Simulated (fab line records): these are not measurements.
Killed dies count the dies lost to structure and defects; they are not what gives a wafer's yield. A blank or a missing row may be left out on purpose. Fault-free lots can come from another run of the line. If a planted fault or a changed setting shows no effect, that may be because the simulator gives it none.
fab line records + flow n5_finfet
[record]
- lots = 9
- wafers = 27
- last_day = 19
route steps=1938 shown MOL_CONTACT_COAG@563 BEOL_M4@1111
lots untouched by any fault: they come from a run of this same line in which no faults occurred
start_h: start of the lot's first displayed wafer, in hours after the record's first day + wait_h: hours elapsed since this lot's preceding step + " same as the row above + L1.1+2: a row that stands for several wafers + - no value, or no start was given + * or withheld: withheld + < > ~ a bound
route shown NAME@n: NAME is a module with steps in the file, n the number in the route of the first one + usual: mean/standard deviation of fault-free wafers + same: alike in all rows + chamber/n: place in a boat + sites: per-site readings + _std_site: how widely they spread, as a standard deviation + _edge_site: the outer-site mean with the inner-site mean subtracted + radius_mm: for every site, how far away it sits from the centre of the wafer + mask NAME#n: copy n + behind: the tool/chamber that last shaped the wafer + hold: cause of the lot's hold/its duration in hours/its outcome + device: transistor that didn't switch, given as n, p or np + end of line: at the end of the route, the tests of the same wafers + a step given without rows: its recipe and nothing more + killed: dies lost to structure and defects at the first sort, not the wafer's yield + map: dies across one wafer; x = killed, . = not, _ = none there
set.NAME: the setting as run; set.NAME@STEP: as run at that earlier step + model.NAME: the simulator's own value behind a step, which no gauge read
route steps across a sampled set of lots; one table per step, one row per wafer
services: when a tool's chamber went out of use (start_h, in hours from the record's first day, below 0 if earlier), for how many hours, and the reason
[[steps]]
[step N5_MOL_CONTACT_COAG_PECVD_31]
[recipe]
- material = SiO2
- target_thk_a = 460
- temp_c = 400
- precursor = TEOS/O2
- pressure_torr = 6.5
- rf_w = withheld
- teos_flow_sccm = withheld
- gas = O2
- flow_sccm = 2650
- time_s = 8.9
| lot.wafer  | tool     | chamber | start_h | wait_h |
|------------|----------|---------|---------|--------|
| L751.1+2+5 | pecvd-04 | 0,1,0   | 108.59  | 0.3    |
| L752.2+4+6 | pecvd-04 | 2,0,1   | 115.51  | 0.3    |
| L754.1+2+4 | pecvd-01 | 2,0,2   | 126.72  | 0.3    |
| L755.3+5+6 | pecvd-03 | 1,2,0   | 137.19  | 0.3    |
| L757.1+3+4 | pecvd-04 | 0,2,0   | 145.69  | 0.3    |
| L758.1+3+5 | pecvd-04 | 2,1,0   | 148.91  | 0.3    |
| L761.1+3+4 | pecvd-04 | 0,2,1   | 172.77  | 0.3    |
| L771.1+3+4 | pecvd-01 | 1,0,1   | 233.95  | 0.3    |
| L772.2+3+5 | pecvd-01 | 1,0,1   | 235.50  | 0.3    |
[step N5_MOL_CONTACT_COAG_ETCH_47]
[recipe]
- chemistry = CH3F/O2
- target = SiNx
- target_depth_a = 270
- mask_material = SiO2
- stop_on = W
- over_etch_frac = 0.2
- ion_energy_ev = 120
- endpoint = OES-CN
- pressure_mtorr = 30
- source_w = 395
- bias_w = 73
- Ar_flow_sccm = 150
- CH3F_flow_sccm = 30
- O2_flow_sccm = 20
- ends = end_point
[usual]
- bias_w = 73.01/0.2
- drypump_motor_current_A = 5.9/0.5
- etch_rf_on_time_s = 31.3/0.36
- oes_f_703_au = 0.80/0.076
- oes_product_au = 0.71/0.074
- rf_vpp_V = 299/3.1
- showerhead_plenum_p_Torr = 2.05/0.062
- throttle_valve_pct = 16.33/0.19
| lot.wafer | tool        | chamber | start_h | wait_h | bias_w | drypump_motor_current_A | etch_rf_on_time_s | oes_f_703_au | oes_product_au | rf_hours_counter_h | rf_vpp_V | showerhead_plenum_p_Torr | throttle_valve_pct |
|-----------|-------------|---------|---------|--------|--------|-------------------------|-------------------|--------------|----------------|--------------------|----------|--------------------------|--------------------|
| L751.1    | rie_diel-03 | 3       | 109.77  | 0.0    | 73.43  | 6.1                     | 31.3              | 0.80         | 0.70           | 128                | 294      | 2.01                     | 16.34              |
| L751.2    | "           | 1       | "       | "      | 73.05  | 6.7                     | 32.1              | 0.77         | 0.67           | 148                | 302      | 2.08                     | 16.03              |
| L751.5    | "           | 3       | "       | "      | 73.24  | 6.1                     | 31.5              | 0.81         | 0.70           | -                  | 294      | 2.01                     | 16.36              |
| L752.2    | rie_diel-03 | 3       | 118.07  | 0.0    | 72.62  | 6.1                     | 31.4              | 0.80         | 0.69           | 131                | 296      | 2.00                     | 16.33              |
| L752.4    | "           | 1       | "       | "      | 73.05  | 6.7                     | 32.1              | 0.78         | 0.68           | 151                | 299      | 2.08                     | 16.02              |
| L752.6    | "           | 3       | "       | "      | 73.10  | 6.1                     | 31.4              | 0.80         | 0.70           | -                  | 293      | 2.00                     | 16.35              |
| L754.1    | rie_diel-05 | 2       | 127.88  | 0.0    | 72.69  | 5.9                     | 31.7              | 0.71         | 0.64           | 209                | 300      | 2.06                     | 16.17              |
| L754.2    | "           | 3       | "       | "      | 73.21  | 6.4                     | 31.2              | 0.74         | 0.66           | 171                | 298      | 2.08                     | 16.52              |
| L754.4    | "           | 0       | "       | "      | 72.90  | 5.6                     | 31.4              | 0.77         | 0.68           | 112                | 300      | 2.10                     | 16.43              |
| L755.3    | rie_diel-05 | 0       | 138.76  | 0.0    | 73.05  | 5.7                     | 31.3              | 0.77         | 0.68           | 114                | 300      | 2.10                     | 16.42              |
| L755.5    | "           | 3       | "       | "      | 73.33  | 6.4                     | 31.2              | 0.74         | 0.67           | -                  | 301      | 2.07                     | 16.55              |
| L755.6    | "           | 0       | "       | "      | 73.15  | 5.7                     | 30.8              | 0.77         | 0.68           | -                  | 301      | 2.10                     | 16.44              |
| L757.1    | rie_diel-02 | 1       | 147.16  | 0.0    | 72.79  | 5.0                     | 31.5              | 0.88         | 0.80           | 25                 | 297      | 1.96                     | 16.16              |
| L757.3    | "           | 0       | "       | "      | 72.83  | 6.2                     | 31.0              | 0.73         | 0.66           | 171                | 305      | 2.09                     | 16.40              |
| L757.4    | "           | 3       | "       | "      | 73.25  | 5.8                     | 30.6              | 0.84         | 0.76           | 83                 | 303      | 2.11                     | 16.45              |
| L758.1    | rie_diel-03 | 1       | 150.30  | 0.0    | 73.03  | 6.7                     | 32.2              | 0.76         | 0.67           | 165                | 300      | 2.08                     | 16.06              |
| L758.3    | "           | 3       | "       | "      | 72.99  | 6.1                     | 31.3              | 0.79         | 0.68           | 144                | 294      | 2.00                     | 16.38              |
| L758.5    | "           | 2       | "       | "      | 72.92  | 5.8                     | 31.2              | 0.90         | 0.81           | -                  | 298      | 2.13                     | 16.40              |
| L761.1    | rie_diel-05 | 2       | 174.79  | 0.0    | 72.98  | 5.9                     | 32.0              | 0.70         | 0.62           | 225                | 298      | 2.06                     | 16.19              |
| L761.3    | "           | 0       | "       | "      | 72.99  | 5.7                     | 31.8              | 0.76         | 0.67           | 128                | 301      | 2.09                     | 16.47              |
| L761.4    | "           | 1       | "       | "      | 73.09  | 4.9                     | 31.5              | 0.87         | 0.78           | 46                 | 295      | 1.96                     | 16.13              |
| L771.1    | rie_diel-05 | 2       | 235.09  | 0.0    | 73.17  | 5.9                     | 31.2              | 0.68         | 0.61           | 248                | 301      | 2.05                     | 16.24              |
| L771.3    | "           | 1       | "       | "      | 72.81  | 4.9                     | 31.1              | 0.83         | 0.76           | 70                 | 296      | 1.95                     | 16.18              |
| L771.4    | "           | 0       | "       | "      | 72.79  | 5.6                     | 30.7              | 0.74         | 0.66           | 148                | 301      | 2.09                     | 16.50              |
| L772.2    | rie_diel-03 | 1       | 236.71  | 0.0    | 72.91  | 6.7                     | 31.9              | 0.74         | 0.65           | 196                | 299      | 2.07                     | 16.11              |
| L772.3    | "           | 2       | "       | "      | 73.20  | 5.8                     | 31.5              | 0.84         | 0.76           | 52                 | 297      | 2.12                     | 16.46              |
| L772.5    | "           | 1       | "       | "      | 73.16  | 6.7                     | 32.2              | 0.74         | 0.64           | -                  | 300      | 2.07                     | 16.11              |
[step N5_MOL_CONTACT_COAG_CD_MEAS_137]
[recipe]
- target_cd_nm = 16
[usual]
- cd_nm = 15.9/0.31
| lot.wafer | tool      | chamber | start_h | wait_h | cd_nm |
|-----------|-----------|---------|---------|--------|-------|
| L751.1    | cd_sem-02 | -       | 110.00  | 0.0    | 16.4  |
| L751.2    | "         | -       | "       | "      | 15.7  |
| L751.5    | "         | -       | "       | "      | 16.0  |
| L752.2    | cd_sem-02 | -       | 118.30  | 0.0    | 15.7  |
| L752.4    | "         | -       | "       | "      | 16.0  |
| L752.6    | "         | -       | "       | "      | 16.2  |
| L754.1    | cd_sem-01 | -       | 128.11  | 0.0    | 16.6  |
| L754.2    | "         | -       | "       | "      | 16.3  |
| L754.4    | "         | -       | "       | "      | 15.9  |
| L755.3    | cd_sem-01 | -       | 138.99  | 0.0    | 16.3  |
| L755.5    | "         | -       | "       | "      | 16.1  |
| L755.6    | "         | -       | "       | "      | 15.7  |
| L757.1    | cd_sem-01 | -       | 147.56  | 0.0    | 15.4  |
| L757.3    | "         | -       | "       | "      | 16.3  |
| L757.4    | "         | -       | "       | "      | 16.1  |
| L758.1    | cd_sem-02 | -       | 150.53  | 0.0    | 15.3  |
| L758.3    | "         | -       | "       | "      | 16.2  |
| L758.5    | "         | -       | "       | "      | 15.6  |
| L761.1    | cd_sem-02 | -       | 175.02  | 0.0    | 16.0  |
| L761.3    | "         | -       | "       | "      | 16.0  |
| L761.4    | "         | -       | "       | "      | 16.0  |
| L771.1    | cd_sem-01 | -       | 235.32  | 0.0    | 16.0  |
| L771.3    | "         | -       | "       | "      | 16.1  |
| L771.4    | "         | -       | "       | "      | 15.9  |
| L772.2    | cd_sem-02 | -       | 237.20  | 0.0    | 16.2  |
| L772.3    | "         | -       | "       | "      | 16.2  |
| L772.5    | "         | -       | "       | "      | 16.2  |
[step N5_MOL_CONTACT_COAG_INSPECT_42]
[recipe]
- mode = adi
- inspect_instrument = brightfield
[usual]
- raw_defect_count = 208/50
| lot.wafer | tool              | chamber | start_h | wait_h | raw_defect_count |
|-----------|-------------------|---------|---------|--------|------------------|
| L751.1    | defect_inspect-01 | -       | 110.53  | 0.1    | 180              |
| L751.2    | "                 | -       | "       | "      | 249              |
| L751.5    | "                 | -       | "       | "      | 189              |
| L752.2    | defect_inspect-02 | -       | 118.87  | 0.0    | 256              |
| L752.4    | "                 | -       | "       | "      | 165              |
| L752.6    | "                 | -       | "       | "      | 159              |
| L754.1    | defect_inspect-02 | -       | 128.51  | 0.1    | 200              |
| L754.2    | "                 | -       | "       | "      | 276              |
| L754.4    | "                 | -       | "       | "      | 171              |
| L755.3    | defect_inspect-02 | -       | 139.40  | 0.0    | 282              |
| L755.5    | "                 | -       | "       | "      | 211              |
| L755.6    | "                 | -       | "       | "      | 152              |
| L757.1    | defect_inspect-01 | -       | 148.09  | 0.1    | 161              |
| L757.3    | "                 | -       | "       | "      | 339              |
| L757.4    | "                 | -       | "       | "      | 215              |
| L758.1    | defect_inspect-02 | -       | 151.06  | 0.1    | 325              |
| L758.3    | "                 | -       | "       | "      | 292              |
| L758.5    | "                 | -       | "       | "      | 258              |
| L761.1    | defect_inspect-01 | -       | 175.55  | 0.1    | 223              |
| L761.3    | "                 | -       | "       | "      | 331              |
| L761.4    | "                 | -       | "       | "      | 200              |
| L771.1    | defect_inspect-01 | -       | 235.85  | 0.1    | 190              |
| L771.3    | "                 | -       | "       | "      | 140              |
| L771.4    | "                 | -       | "       | "      | 194              |
| L772.2    | defect_inspect-01 | -       | 237.62  | 0.1    | 165              |
| L772.3    | "                 | -       | "       | "      | 237              |
| L772.5    | "                 | -       | "       | "      | 215              |
[step N5_MOL_CONTACT_COAG_THK_MEAS_53]
[recipe]
- reads = SiO2_of_MOL_CONTACT_COAG_PECVD_31
[usual]
- VIA_MOL_THK = 43.7/0.59
| lot.wafer | tool          | chamber | start_h | wait_h | VIA_MOL_THK[nm] |
|-----------|---------------|---------|---------|--------|-----------------|
| L751.1    | film_metro-02 | -       | 112.13  | -      | 43.8            |
| L751.2    | "             | -       | "       | "      | 44.4            |
| L751.5    | "             | -       | "       | "      | 44.5            |
| L752.2    | film_metro-02 | -       | 120.80  | -      | 43.1            |
| L752.4    | "             | -       | "       | "      | 43.9            |
| L752.6    | "             | -       | "       | "      | 44.6            |
| L754.1    | film_metro-01 | -       | 130.13  | -      | 43.7            |
| L754.2    | "             | -       | "       | "      | 43.0            |
| L754.4    | "             | -       | "       | "      | 43.5            |
| L755.3    | film_metro-02 | -       | 141.54  | -      | 43.6            |
| L755.5    | "             | -       | "       | "      | 44.1            |
| L755.6    | "             | -       | "       | "      | 44.1            |
| L757.1    | film_metro-02 | -       | 150.38  | -      | 43.5            |
| L757.3    | "             | -       | "       | "      | 43.0            |
| L757.4    | "             | -       | "       | "      | 44.3            |
| L758.1    | film_metro-01 | -       | 152.67  | -      | 43.5            |
| L758.3    | "             | -       | "       | "      | 43.8            |
| L758.5    | "             | -       | "       | "      | 37.6            |
| L761.1    | film_metro-02 | -       | 177.17  | -      | 37.2            |
| L761.3    | "             | -       | "       | "      | 43.6            |
| L761.4    | "             | -       | "       | "      | 44.0            |
| L771.1    | film_metro-02 | -       | 238.10  | -      | 43.3            |
| L771.3    | "             | -       | "       | "      | 43.5            |
| L771.4    | "             | -       | "       | "      | 44.2            |
| L772.2    | film_metro-02 | -       | 239.23  | -      | 42.4            |
| L772.3    | "             | -       | "       | "      | 42.9            |
| L772.5    | "             | -       | "       | "      | 43.3            |
[step N5_BEOL_M4_RC_MEAS_101]
[usual]
- DIBL_N = 36.4/1.4
- DIBL_P = 36.4/1.5
- IOFF_N = 0.156/0.022
- IOFF_P = 0.210/0.023
- ION_N = 675/9.1
- ION_P = 463/5.7
- SS_N = 71.6/0.45
- SS_P = 73.3/0.56
- VT_N = 250/3.1
- VT_P = -250.3/2.3
| lot.wafer | tool      | chamber | start_h | wait_h | DIBL_N[mV/V] | DIBL_P[mV/V] | IOFF_N[nA/um] | IOFF_P[nA/um] | ION_N[uA/um] | ION_P[uA/um] | SS_N[mV/dec] | SS_P[mV/dec] | VT_N[mV] | VT_P[mV] |
|-----------|-----------|---------|---------|--------|--------------|--------------|---------------|---------------|--------------|--------------|--------------|--------------|----------|----------|
| L752.2    | prober-01 | 0       | 204.34  | 0.2    | 36.2         | 35.6         | 0.170         | 0.205         | 681          | 461          | 72.0         | 73.3         | 244      | -249.8   |
| L752.4    | "         | 0       | "       | "      | 36.3         | 34.6         | 0.162         | 0.180         | 673          | 455          | 71.7         | 73.7         | 249      | -252.2   |
| L752.6    | "         | 0       | "       | "      | 35.1         | 34.0         | 0.144         | 0.169         | 677          | 454          | 71.5         | 73.6         | 250      | -253.3   |
| L751.1    | prober-02 | 0       | 222.00  | 0.0    | 34.5         | 34.8         | 0.139         | 0.180         | 663          | 453          | 71.0         | 72.3         | 252      | -248.9   |
| L751.2    | "         | 0       | "       | "      | 35.7         | 36.9         | 0.163         | 0.217         | 672          | 459          | 71.0         | 73.5         | 248      | -248.0   |
| L751.5    | "         | 0       | "       | "      | 35.5         | 37.1         | 0.166         | 0.213         | 678          | 462          | 71.6         | 73.3         | 248      | -248.4   |
| L754.1    | prober-01 | 0       | 223.88  | 0.0    | 33.9         | 35.1         | 0.142         | 0.200         | 676          | 467          | 71.2         | 72.2         | 248      | -251.3   |
| L754.2    | "         | 0       | "       | "      | 35.9         | 38.1         | 0.189         | 0.241         | 688          | 465          | 72.3         | 73.4         | 245      | -246.9   |
| L754.4    | "         | 0       | "       | "      | 34.0         | 34.8         | 0.141         | 0.192         | 663          | 462          | 70.7         | 72.0         | 251      | -251.6   |
| L755.3    | prober-02 | 0       | 229.45  | 0.3    | 37.7         | 35.4         | 0.175         | 0.232         | 686          | 474          | 71.6         | 74.0         | 249      | -249.3   |
| L755.5    | "         | 0       | "       | "      | 38.0         | 35.8         | 0.183         | 0.243         | 683          | 466          | 71.3         | 73.6         | 248      | -246.3   |
| L755.6    | "         | 0       | "       | "      | 36.7         | 34.6         | 0.151         | 0.211         | 681          | 470          | 70.9         | 73.6         | 250      | -248.6   |
| L757.1    | prober-01 | 0       | 241.96  | 0.0    | 36.7         | 39.1         | 0.176         | 0.239         | 683          | 470          | 72.3         | 74.5         | 245      | -248.6   |
| L757.3    | "         | 0       | "       | "      | 38.2         | 40.0         | 0.215         | 0.259         | 691          | 466          | 71.8         | 73.4         | 243      | -246.6   |
| L757.4    | "         | 0       | "       | "      | 35.7         | 37.9         | 0.169         | 0.216         | 676          | 460          | 71.2         | 73.3         | 245      | -248.6   |
| L758.1    | prober-01 | 0       | 249.15  | 0.0    | 36.8         | 37.6         | 0.161         | 0.204         | 683          | 463          | 71.3         | 72.9         | 250      | -250.2   |
| L758.3    | "         | 0       | "       | "      | 36.9         | 37.7         | 0.157         | 0.212         | 670          | 457          | 71.6         | 73.1         | 253      | -247.6   |
| L758.5    | "         | 0       | "       | "      | 35.2         | 36.0         | 0.137         | 0.183         | 667          | 458          | 71.2         | 73.0         | 253      | -249.6   |
| L761.1    | prober-01 | 0       | 257.31  | 0.0    | 35.0         | 35.1         | 0.130         | 0.182         | 666          | 459          | 71.2         | 72.8         | 252      | -256.3   |
| L761.3    | "         | 0       | "       | "      | 36.0         | 36.3         | 0.140         | 0.199         | 671          | 462          | 71.7         | 74.3         | 253      | -251.6   |
| L761.4    | "         | 0       | "       | "      | 35.3         | 35.5         | 0.128         | 0.185         | 659          | 457          | 71.4         | 74.0         | 255      | -253.3   |
| L771.1    | prober-02 | 0       | 327.70  | 0.0    | 37.2         | 38.6         | 0.187         | 0.259         | 685          | 477          | 72.3         | 73.5         | 246      | -249.3   |
| L771.3    | "         | 0       | "       | "      | 36.8         | 37.0         | 0.166         | 0.228         | 671          | 465          | 72.1         | 74.1         | 248      | -249.0   |
| L771.4    | "         | 0       | "       | "      | 35.9         | 35.9         | 0.152         | 0.212         | 675          | 467          | 71.6         | 73.8         | 249      | -250.1   |
| L772.2    | prober-02 | 0       | 342.34  | 0.2    | 37.0         | 38.0         | 0.164         | 0.233         | 669          | 468          | 71.6         | 73.6         | 250      | -249.7   |
| L772.3    | "         | 0       | "       | "      | 35.1         | 36.5         | 0.139         | 0.205         | 669          | 465          | 71.4         | 72.4         | 252      | -248.6   |
| L772.5    | "         | 0       | "       | "      | 36.8         | 38.2         | 0.174         | 0.235         | 676          | 467          | 71.8         | 72.8         | 249      | -249.1   |
[[services]]
| tool        | chamber | start_h | hours | kind                          |
|-------------|---------|---------|-------|-------------------------------|
| pecvd-03    | 1       | 96.80   | 2.1   | scheduled_down                |
| pecvd-03    | -       | 98.90   | 2.8   | pm                            |
| rie_diel-03 | -       | 99.11   | 2.8   | pm                            |
| pecvd-01    | 2       | 100.32  | 2.1   | scheduled_down                |
| rie_diel-02 | 3       | 127.94  | 2.0   | repair                        |
| pecvd-04    | 1       | 131.32  | 2.1   | scheduled_down                |
| rie_diel-03 | 0       | 136.43  | -     | clean                         |
| rie_diel-03 | 0       | 136.43  | -     | consumable_replace:focus_ring |
| rie_diel-03 | 0       | 136.43  | 34.1  | scheduled_down                |
| rie_diel-03 | 0       | 136.43  | 34.1  | vent_cycle                    |
| pecvd-03    | -       | 154.73  | 0.5   | repair                        |
| pecvd-03    | 0       | 155.34  | 5.5   | scheduled_down                |
| pecvd-01    | 0       | 174.52  | 5.0   | scheduled_down                |
| pecvd-04    | 0       | 177.41  | 2.1   | scheduled_down                |
| pecvd-01    | 1       | 179.52  | 2.1   | scheduled_down                |
| pecvd-03    | 2       | 179.72  | 4.0   | repair                        |
| rie_diel-02 | 2       | 187.65  | -     | clean                         |
| rie_diel-05 | 3       | 191.40  | 1.4   | repair                        |
| pecvd-04    | -       | 200.31  | 1.6   | repair                        |
| pecvd-03    | -       | 214.46  | 1.7   | repair                        |
| rie_diel-03 | 1       | 222.81  | 2.7   | repair                        |
| pecvd-03    | -       | 225.74  | 3.7   | repair                        |
| pecvd-01    | 0       | 227.89  | 4.0   | repair                        |
| rie_diel-02 | 0       | 236.29  | 1.6   | repair                        |
[[key]]
[first_sign]
- step = N5_MOL_CONTACT_COAG_THK_MEAS_53
- reading = VIA_MOL_THK
- direction = down
- sigmas = 11
- usual = 43.7
- struck = 37.4
effect none on later readings
met_at N5_MOL_CONTACT_COAG_PECVD_31
struck_lots L758,L761
struck_wafers L758.5,L761.1
not_acting_at N5_MOL_CONTACT_COAG_ETCH_47,N5_MOL_CONTACT_COAG_CD_MEAS_137,N5_MOL_CONTACT_COAG_INSPECT_42
onset_between 145.69 148.91
[fault]
- kind = site_profile_drift
- tool = pecvd-04
- chamber = 0
- onset_h = 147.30
- steps = N5_MOL_CONTACT_COAG_PECVD_31
- basis = fraction
- max_abs_drift = 0.31008
- slope_share_per_hr = 68.908
- site_pattern = 0,0,0,0,0,-1,-1,-1,-1
